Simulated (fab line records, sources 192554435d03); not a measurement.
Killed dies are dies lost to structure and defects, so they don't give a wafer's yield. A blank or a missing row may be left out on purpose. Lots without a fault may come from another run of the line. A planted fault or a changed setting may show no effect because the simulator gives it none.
fab line records | flow n5_finfet
record lots=7 wafers=39
route steps=1938 shown BEOL_M5@1116 BEOL_M6@1212 BEOL_M12@1656 BEOL_M14@1716 PAD_METAL@1896
start_h: hours from the record's first day to the start of the lot's first wafer shown | wait_h: hours since the lot's step before | " the same as in the row above | L1.1+2: a row that stands for several wafers | - no value, or no start given | * or withheld: withheld | < > ~ a bound
route shown NAME@n: a module of which the file shows steps, and the number in the route of the first | usual: mean/standard deviation of fault-free wafers | same: alike in all rows | chamber/n: place in a boat | sites: the reading at each site | _std_site: their standard deviation | _edge_site: outer sites' mean less inner sites' | radius_mm: how far each site lies from the wafer's centre | mask NAME#n: copy n | behind: the tool/chamber that last shaped the wafer | hold: why the lot was held/for how many hours/how that ended | device: the transistor (n, p or np) that didn't switch | end of line: the same wafers' tests at the end of the route | a step without rows: its recipe alone | killed: dies lost to structure and defects at the first sort, not the wafer's yield | map: a wafer's dies, x killed, . not, _ none there
set.NAME: the setting as run; set.NAME@STEP: as run at that earlier step | model.NAME: the simulator's own value behind a step, which no gauge read
lots whose settings were changed on purpose; a table a step, a row a wafer
## steps
# step N5_BEOL_M5_HM_DEP_02
# recipe material=TiN target_thk_a=200 temp_c=25 chamber_pressure_pa=0.49996
# columns lot.wafer tool chamber start_h wait_h set.target_thk_a model.TiN_of_BEOL_M5_HM_DEP_02.thk_nm
L081.1+4 pvd_sputter-02 - 251.79 2.7 200 20.2
L081.2+5 " - " " 270.8 27.4
L081.3 " - " " 200 20.4
L081.6 " - " " 270.8 27.6
L086.1+3+4 pvd_sputter-03 - 279.37 1.6 231.3 23.2
L086.2 " - " " 200 20.2
L086.5+6 " - " " 200 20
L090.1 pvd_sputter-01 - 325.31 1.9 200 19.6
L090.2+6 " - " " 89.75 9
L090.3+5 " - " " 200 20.2
L090.4 " - " " 89.75 8.6
L092.1+4 pvd_sputter-01 - 325.57 0.4 200 19.8
L092.3 " - " " 200 20
L095.1+2+5 pvd_sputter-03 - 336.18 2.6 200 20
L095.3+6 " - " " 200 20.2
L095.4 " - " " 200 20.4
L096.1+2+4+6 pvd_sputter-02 - 351.08 1.0 200 20
L096.3 " - " " 200 20.4
L096.5 " - " " 200 19.8
L097.1+5 pvd_sputter-02 - 352.40 1.3 303.2 31
L097.2+4 " - " " 200 20.2
L097.3 " - " " 200 20
L097.6 " - " " 303.2 30.4
# step N5_BEOL_M5_COAT_59
# recipe resist=SOC temp_c=250 time_s=60 spin_rpm=1500 resist_thk_nm=60
# step N5_BEOL_M5_COAT_60
# recipe resist=SiARC temp_c=220 time_s=60 spin_rpm=1500 resist_thk_nm=12
# step N5_BEOL_M5_STRIP_73
# recipe chemistry=N2/H2 temp_c=40 n2_flow_sccm=200 h2_flow_sccm=200 rf_frequency_hz=6e+07
# step N5_BEOL_M5_STRIP_64
# recipe chemistry=CF4 resist=SiARC power_w=300 bias_power_w=75 pressure_mtorr=50 cf4_flow_sccm=150 rf_frequency_hz=6e+07
# step N5_BEOL_M5_HM_OPEN_17
# recipe chemistry=Cl2/BCl3 target_depth_a=200 overetch_a=60 target=TiN mask_material=SOC ion_energy_ev=150 pressure_mtorr=10 icp_w=1000 bias_w=126 Cl2_flow_sccm=53.25 bcl3_flow_sccm=21.75 Ar_flow_sccm=25
# columns lot.wafer tool chamber start_h wait_h set.target_thk_a@BEOL_M5_HM_DEP_02 model.etch.depth_nm
L081.1 rie_metal-01 0 252.68 0.0 200 20.25
L081.2 " 1 " " 270.8 23.93
L081.3 " 0 " " 200 20.4
L081.4 " 1 " " 200 20.21
L081.5 " 0 " " 270.8 25.28
L081.6 " 1 " " 270.8 23.92
L086.1 rie_metal-03 1 280.26 0.0 231.3 23.2
L086.2 " 0 " " 200 20.29
L086.3 " 1 " " 231.3 23.22
L086.4 " 0 " " 231.3 23.19
L086.5 " 1 " " 200 20.02
L086.6 " 0 " " 200 20.04
L090.1 rie_metal-02 0 326.25 0.0 200 19.61
L090.2 " 1 " " 89.75 8.995
L090.3 " 0 " " 200 20.3
L090.4 " 1 " " 89.75 8.552
L090.5 " 1 " " 200 20.11
L090.6 " 0 " " 89.75 8.936
L092.1 rie_metal-01 0 326.44 0.0 200 19.9
L092.3 " 1 " " 200 20.02
L092.4 " 0 " " 200 19.74
L095.1+5 rie_metal-01 0 337.03 0.0 200 20.01
L095.2 " 1 " " 200 20.04
L095.3 " 1 " " 200 20.13
L095.4 " 0 " " 200 20.37
L095.6 " 1 " " 200 20.24
L096.1 rie_metal-03 0 352.27 0.0 200 20.01
L096.2 " 1 " " 200 19.94
L096.3 " 1 " " 200 20.37
L096.4 " 0 " " 200 19.96
L096.5 " 1 " " 200 19.83
L096.6 " 0 " " 200 19.97
L097.1 rie_metal-02 0 353.30 0.0 303.2 27.22
L097.2 " 1 " " 200 20.26
L097.3 " 1 " " 200 20.05
L097.4 " 0 " " 200 20.19
L097.5 " 1 " " 303.2 26.74
L097.6 " 0 " " 303.2 27.17
# step N5_BEOL_M6_ETCH_62
# recipe chemistry=N2/H2 target=SOC target_depth_a=1100 overetch_a=220 mask_material=SiARC temp_c=40 time_s=165 ion_energy_ev=200 pressure_mtorr=30 source_w=840 bias_w=150 n2_flow_sccm=200 h2_flow_sccm=200
# columns lot.wafer tool chamber start_h wait_h set.time_s model.SiARC_of_BEOL_M6_COAT_60.thk_nm
L081.1+4 rie_diel-03 2,3 263.95 0.0 165 28
L081.2+3+6 " 3,0,0 " " 240.7 24.8
L081.5 " 2 " " 165 28.2
L086.1 rie_diel-04 3 295.35 0.0 165 28.4
L086.2 " 1 " " 165 28.2
L086.3 " 0 " " 263.5 24.8
L086.4 " 2 " " 165 28.6
L086.5 " 1 " " 263.5 24.2
L086.6 " 0 " " 263.5 25
L090.1 rie_diel-04 3 338.16 0.0 165 28.2
L090.2 " 0 " " 197.6 26.6
L090.3+6 " 1 " " 165 28
L090.4+5 " 2 " " 197.6 27.2
L092.1 rie_diel-02 2 340.83 0.0 165 28.6
L092.3 " 1 " " 165 28.2
L092.4 " 2 " " 165 28.4
L095.1 rie_diel-02 1 348.71 0.0 165 28.2
L095.2 " 2 " " 165 28.6
L095.3+5 " 0,2 " " 124.5 30
L095.4 " 1 " " 165 28.4
L095.6 " 0 " " 124.5 29.8
L096.1+4 rie_diel-02 3,0 363.32 0.0 165 28.4
L096.2+6 " 2,0 " " 81.35 31.8
L096.3 " 1 " " 81.35 31.6
L096.5 " 3 " " 165 28.2
L097.1 rie_diel-04 2 366.28 0.0 165 28.6
L097.2 " 0 " " 165 28.2
L097.3 " 3 " " 251.8 25
L097.4 " 1 " " 165 28.4
L097.5 " 1 " " 251.8 24.6
L097.6 " 0 " " 251.8 24.8
# step N5_BEOL_M6_STRIP_68
# recipe chemistry=N2/H2 temp_c=40 n2_flow_sccm=200 h2_flow_sccm=200 rf_frequency_hz=6e+07
# step N5_BEOL_M6_STRIP_67
# recipe chemistry=CF4 resist=SiARC power_w=300 bias_power_w=75 pressure_mtorr=50 cf4_flow_sccm=150 rf_frequency_hz=6e+07
# step N5_BEOL_M6_HM_OPEN_17
# recipe chemistry=Cl2/BCl3 target_depth_a=200 overetch_a=60 target=TiN mask_material=SOC ion_energy_ev=150 pressure_mtorr=10 icp_w=1000 bias_w=126 Cl2_flow_sccm=53.25 bcl3_flow_sccm=21.75 Ar_flow_sccm=25
# columns lot.wafer tool chamber start_h wait_h set.time_s@BEOL_M6_ETCH_62 model.etch.depth_nm
L081.1 rie_metal-01 0 264.13 0.0 165 20.47
L081.2 " 1 " " 240.7 12.77
L081.3 " 1 " " 240.7 13.21
L081.4 " 0 " " 165 20.35
L081.5 " 0 " " 165 20.49
L081.6 " 1 " " 240.7 13.01
L086.1 rie_metal-03 0 295.53 0.0 165 19.92
L086.2 " 1 " " 165 19.87
L086.3 " 0 " " 263.5 10.59
L086.4 " 1 " " 165 19.74
L086.5 " 1 " " 263.5 10.28
L086.6 " 0 " " 263.5 10.4
L090.1 rie_metal-03 1 338.35 0.0 165 19.88
L090.2 " 0 " " 197.6 17.17
L090.3 " 1 " " 165 20.17
L090.4 " 0 " " 197.6 16.91
L090.5 " 0 " " 197.6 17.2
L090.6 " 1 " " 165 20
L092.1 rie_metal-03 1 341.45 0.5 165 19.77
L092.3 " 0 " " 165 19.97
L092.4 " 1 " " 165 19.7
L095.1 rie_metal-02 1 348.90 0.0 165 20.12
L095.2 " 0 " " 165 19.96
L095.3 " 1 " " 124.5 19.88
L095.4 " 0 " " 165 19.67
L095.5 " 0 " " 124.5 20.09
L095.6 " 1 " " 124.5 19.56
L096.1 rie_metal-01 0 363.51 0.0 165 19.94
L096.2 " 1 " " 81.35 19.99
L096.3 " 0 " " 81.35 20.37
L096.4 " 1 " " 165 20.07
L096.5 " 1 " " 165 20.24
L096.6 " 0 " " 81.35 19.91
L097.1 rie_metal-02 1 366.47 0.0 165 20.5
L097.2 " 0 " " 165 20.08
L097.3 " 0 " " 251.8 12.1
L097.4 " 1 " " 165 20.04
L097.5 " 0 " " 251.8 11.95
L097.6 " 1 " " 251.8 11.08
# step N5_BEOL_M12_DEP_53
# recipe material=SiCN target_thk_a=300 temp_c=withheld precursor=3MS/NH3 pressure_torr=3 rf_w=675 time_s=10.5
# columns lot.wafer tool chamber start_h wait_h set.target_thk_a model.SiCN_of_BEOL_M12_DEP_53.thk_nm
L081.1 pecvd-02 2 320.58 0.0 213.3 21
L081.2 " 1 " " 300 30.2
L081.3 " 0 " " 213.3 20.4
L081.4 " 1 " " 300 30.8
L081.5 " 0 " " 213.3 20.8
L081.6 " 2 " " 300 30.4
L086.1 pecvd-04 2 349.80 0.0 346.5 34.4
L086.2 " 1 " " 300 29.6
L086.3 " 0 " " 346.5 35
L086.4 " 1 " " 300 29.8
L086.5 " 0 " " 346.5 35.6
L086.6 " 2 " " 300 30.2
L090.1 pecvd-04 0 387.68 0.0 300 29.8
L090.2 " 2 " " 365.8 36.2
L090.3 " 0 " " 365.8 36.8
L090.4 " 2 " " 300 30.4
L090.5 " 2 " " 300 30.2
L090.6 " 0 " " 365.8 37
L092.1 pecvd-02 2 398.41 0.0 300 29.6
L092.3 " 1 " " 300 30.2
L092.4 " 2 " " 300 30.4
L095.1 pecvd-01 0 405.05 0.0 236.7 23.8
L095.2 " 1 " " 300 30.4
L095.3+6 " 2,0 " " 236.7 24
L095.4 " 2 " " 300 31
L095.5 " 1 " " 300 30.8
L096.1 pecvd-04 0 418.67 0.0 300 30
L096.2 " 1 " " 300 29.4
L096.3+5 " 2,1 " " 300 29.6
L096.4+6 " 0,2 " " 300 30.2
L097.1 pecvd-02 0 423.46 0.0 300 29.2
L097.2 " 1 " " 300 30.2
L097.3 " 2 " " 300 29.8
L097.4 " 2 " " 300 30.6
L097.5 " 1 " " 300 31
L097.6 " 0 " " 300 30
# step N5_BEOL_M14_ILD_DEP_00
# recipe material=SiO2 target_thk_a=11193 temp_c=400 precursor=TEOS/O2 pressure_torr=6.5 rf_w=900 teos_flow_sccm=161.4 gas=O2 flow_sccm=2650 time_s=237.4
# columns lot.wafer tool chamber start_h wait_h set.time_s model.SiO2_of_BEOL_M14_ILD_DEP_00.thk_nm
L081.1 pecvd-01 0 326.94 0.0 237.4 1100
L081.2 " 1 " " 237.4 1098
L081.3 " 2 " " 293 1359
L081.4 " 1 " " 237.4 1124
L081.5 " 2 " " 293 1386
L081.6 " 0 " " 293 1387
L086.1 pecvd-01 2 354.23 0.0 237.4 1123
L086.2 " 1 " " 366.9 1717
L086.3 " 0 " " 237.4 1124
L086.4 " 0 " " 366.9 1752
L086.5 " 1 " " 366.9 1730
L086.6 " 2 " " 237.4 1150
L090.1 pecvd-04 2 394.78 0.0 237.4 1103
L090.2 " 0 " " 237.4 1113
L090.3+5 " 2,0 " " 237.4 1117
L090.4 " 0 " " 237.4 1129
L090.6 " 2 " " 237.4 1114
L092.1 pecvd-04 2 404.38 0.0 237.4 1113
L092.3 " 2 " " 237.4 1126
L092.4 " 2 " " 237.4 1121
L095.1 pecvd-01 1 411.67 0.0 306.6 1429
L095.2 " 2 " " 237.4 1129
L095.3 " 0 " " 306.6 1428
L095.4 " 2 " " 306.6 1473
L095.5+6 " 0,1 " " 237.4 1137
L096.1 pecvd-04 2 424.04 0.0 237.4 1106
L096.2 " 0 " " 237.4 1113
L096.3+4 " 1,2 " " 237.4 1131
L096.5 " 0 " " 237.4 1136
L096.6 " 1 " " 237.4 1159
L097.1 pecvd-01 1 427.81 0.0 148.9 714.4
L097.2 " 0 " " 237.4 1133
L097.3 " 2 " " 148.9 725.6
L097.4 " 1 " " 237.4 1152
L097.5 " 2 " " 148.9 735
L097.6 " 0 " " 237.4 1142
# step N5_BEOL_M14_THK_MEAS_01
# recipe reads=SiO2_of_BEOL_M14_ILD_DEP_00
# usual M14_ILD_THK=1126/16
# columns lot.wafer tool chamber start_h wait_h set.time_s@BEOL_M14_ILD_DEP_00 M14_ILD_THK[nm]
L081.1 film_metro-01 - 327.13 0.1 237.4 1100
L081.2 " - " " 237.4 1098
L081.3 " - " " 293 1359
L081.4 " - " " 237.4 1124
L081.5 " - " " 293 1386
L081.6 " - " " 293 1387
L086.1 film_metro-02 - 354.43 0.1 237.4 1123
L086.2 " - " " 366.9 1718
L086.3 " - " " 237.4 1124
L086.4 " - " " 366.9 1751
L086.5 " - " " 366.9 1730
L086.6 " - " " 237.4 1150
L090.1 film_metro-01 - 395.04 0.2 237.4 1104
L090.2 " - " " 237.4 1113
L090.3 " - " " 237.4 1118
L090.4 " - " " 237.4 1129
L090.5 " - " " 237.4 1116
L090.6 " - " " 237.4 1115
L092.1 film_metro-01 - 404.88 0.4 237.4 1113
L092.3 " - " " 237.4 1126
L092.4 " - " " 237.4 1121
L095.1 film_metro-01 - 411.86 0.1 306.6 1428
L095.2 " - " " 237.4 1129
L095.3 " - " " 306.6 1427
L095.4 " - " " 306.6 1472
L095.5 " - " " 237.4 1137
L095.6 " - " " 237.4 1137
L096.1 film_metro-02 - 424.23 0.1 237.4 1106
L096.2 " - " " 237.4 1113
L096.3 " - " " 237.4 1131
L096.4 " - " " 237.4 1131
L096.5 " - " " 237.4 1136
L096.6 " - " " 237.4 1160
L097.1 film_metro-01 - 428.00 0.1 148.9 714
L097.2 " - " " 237.4 1133
L097.3 " - " " 148.9 725
L097.4 " - " " 237.4 1152
L097.5 " - " " 148.9 735
L097.6 " - " " 237.4 1143
# step N5_BEOL_M14_COAT_58
# recipe resist=BARC temp_c=205 time_s=60 spin_rpm=1500 resist_thk_nm=89
# step N5_BEOL_M14_COAT_04
# recipe spin_rpm=1704 resist_thk_nm=800
# step N5_BEOL_M14_DESCUM_15
# recipe chemistry=O2 time_s=7.9 source_power_w=50 bias_power_w=20 pressure_mtorr=20 rf_frequency_hz=2.712e+07 temp_c=40 o2_flow_sccm=225
# step N5_BEOL_M14_ETCH_59
# recipe chemistry=N2/H2 target=BARC target_depth_a=890 overetch_a=267 time_s=67.9 ion_energy_ev=200 pressure_mtorr=30 source_w=840 bias_w=150 n2_flow_sccm=200 h2_flow_sccm=200
# step N5_BEOL_M14_VIA_ETCH_16
# recipe chemistry=C4F8/O2/Ar target=SiO2 he_inner_torr=15 he_outer_torr=30 target_depth_a=12313 time_s=withheld ion_energy_ev=800 pressure_mtorr=20 source_w=1905 bias_w=2040 Ar_flow_sccm=400 C4F8_flow_sccm=16 O2_flow_sccm=12 ends=cleared
# columns lot.wafer tool chamber start_h wait_h set.time_s@BEOL_M14_ILD_DEP_00 model.etch.depth_nm model.coat_of_BEOL_M14_COAT_04.thk_nm
L081.1 rie_diel-03 1 327.62 0.0 * 1100 460.8
L081.2 " 3 " " * 1098 470
L081.3 " 0 " " * 1359 402.4
L081.4 " 2 " " * 1124 455.4
L081.5 " 1 " " * 1386 393.2
L081.6 " 2 " " * 1387 391.2
L086.1 rie_diel-04 3 354.91 0.0 * 1123 452.2
L086.2 " 2 " " * 1717 320
L086.3 " 1 " " * 1124 463.6
L086.4 " 0 " " * 1752 303.4
L086.5 " 2 " " * 1730 318.6
L086.6 " 1 " " * 1150 457.4
L090.1 rie_diel-02 0 395.53 0.0 * 1103 459.2
L090.2 " 1 " " * 1113 455
L090.3 " 3 " " * 1117 449.8
L090.4 " 2 " " * 1129 447.2
L090.5 " 0 " " * 1117 456
L090.6 " 3 " " * 1114 451.8
L092.1 rie_diel-03 0 405.36 0.0 * 1113 456.2
L092.3 " 1 " " * 1126 450.4
L092.4 " 3 " " * 1121 463.6
L095.1 rie_diel-02 3 412.47 0.0 * 1429 379.6
L095.2 " 2 " " * 1129 449.2
L095.3 " 1 " " * 1428 385.4
L095.4 " 0 " " * 1473 375
L095.5 " 0 " " * 1137 451.6
L095.6 " 3 " " * 1137 445.8
L096.1 rie_diel-03 3 424.71 0.0 * 1106 462.2
L096.2 " 2 " " * 1113 449.4
L096.3 " 0 " " * 1131 452.8
L096.4 " 1 " " * 1131 448.6
L096.5 " 1 " " * 1136 448.4
L096.6 " 2 " " * 1159 441.2
L097.1 rie_diel-04 1 428.61 0.0 * 714.3 551.8
L097.2 " 3 " " * 1133 449.2
L097.3 " 2 " " * 725.6 546.2
L097.4 " 0 " " * 1152 440.6
L097.5 " 3 " " * 735 545
L097.6 " 0 " " * 1142 441.8
# step N5_PASSIVATION_AL_DEP_21
# recipe material=Al target_thk_a=28000 temp_c=400 time_s=170 power_w=30000 chamber_pressure_pa=0.4 gas=Ar
# columns lot.wafer tool chamber start_h wait_h set.target_thk_a model.Al_of_PASSIVATION_AL_DEP_21.thk_nm
L081.1 pvd_sputter-02 - 348.75 0.1 35010 3501
L081.2 " - " " 28000 2814
L081.3 " - " " 28000 2849
L081.4 " - " " 28000 2771
L081.5 " - " " 35010 3555
L081.6 " - " " 35010 3505
L086.1 pvd_sputter-03 - 375.36 0.1 40770 4037
L086.2 " - " " 40770 4087
L086.3 " - " " 28000 2802
L086.4 " - " " 28000 2850
L086.5 " - " " 40770 4116
L086.6 " - " " 28000 2811
L090.1 pvd_sputter-03 - 422.40 0.1 28000 2830
L090.2 " - " " 28000 2804
L090.3 " - " " 28000 2817
L090.4 " - " " 35500 3587
L090.5 " - " " 35500 3586
L090.6 " - " " 35500 3578
L092.1 pvd_sputter-01 - 426.24 0.1 28000 2766
L092.3 " - " " 28000 2801
L092.4 " - " " 28000 2852
L095.1 pvd_sputter-03 - 432.61 0.1 21960 2193
L095.2 " - " " 21960 2202
L095.3 " - " " 28000 2805
L095.4 " - " " 28000 2782
L095.5 " - " " 21960 2184
L095.6 " - " " 28000 2802
L097.1 pvd_sputter-02 - 455.31 0.1 28000 2800
L097.2 " - " " 12940 1317
L097.3 " - " " 12940 1329
L097.4 " - " " 28000 2878
L097.5 " - " " 28000 2843
L097.6 " - " " 12940 1372
L096.1 pvd_sputter-01 - 455.66 0.1 28000 2809
L096.2 " - " " 28000 2713
L096.3 " - " " 28000 2753
L096.4 " - " " 28000 2697
L096.5 " - " " 28000 2748
L096.6 " - " " 28000 2708
## key
split step=N5_BEOL_M5_HM_DEP_02 setting=target_thk_a stated=200 by=wafer
response step=N5_BEOL_M5_HM_DEP_02 reading=model.TiN_of_BEOL_M5_HM_DEP_02.thk_nm change=+0.204 per=1% r=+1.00
response step=N5_BEOL_M5_HM_OPEN_17 reading=model.etch.depth_nm change=+0.162 per=1% r=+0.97
split step=N5_BEOL_M6_ETCH_62 setting=time_s stated=165 by=wafer
response step=N5_BEOL_M6_ETCH_62 reading=model.SiARC_of_BEOL_M6_COAT_60.thk_nm change=-0.0661 per=1% r=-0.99
response step=N5_BEOL_M6_HM_OPEN_17 reading=model.etch.depth_nm shape=bent at_lowest=20.09 at_stated=20.05 at_highest=10.42
split step=N5_BEOL_M12_DEP_53 setting=target_thk_a stated=300 by=wafer
response step=N5_BEOL_M12_DEP_53 reading=model.SiCN_of_BEOL_M12_DEP_53.thk_nm change=+0.324 per=1% r=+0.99
split step=N5_BEOL_M14_ILD_DEP_00 setting=time_s stated=237.4 by=wafer
response step=N5_BEOL_M14_ILD_DEP_00 reading=model.SiO2_of_BEOL_M14_ILD_DEP_00.thk_nm change=+11 per=1% r=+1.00
response step=N5_BEOL_M14_THK_MEAS_01 reading=M14_ILD_THK change=+11 per=1% r=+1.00
response step=N5_BEOL_M14_VIA_ETCH_16 reading=model.etch.depth_nm change=+11 per=1% r=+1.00
response step=N5_BEOL_M14_VIA_ETCH_16 reading=model.coat_of_BEOL_M14_COAT_04.thk_nm change=-2.65 per=1% r=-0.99
split step=N5_PASSIVATION_AL_DEP_21 setting=target_thk_a stated=28000 by=wafer
response step=N5_PASSIVATION_AL_DEP_21 reading=model.Al_of_PASSIVATION_AL_DEP_21.thk_nm change=+27.9 per=1% r=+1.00
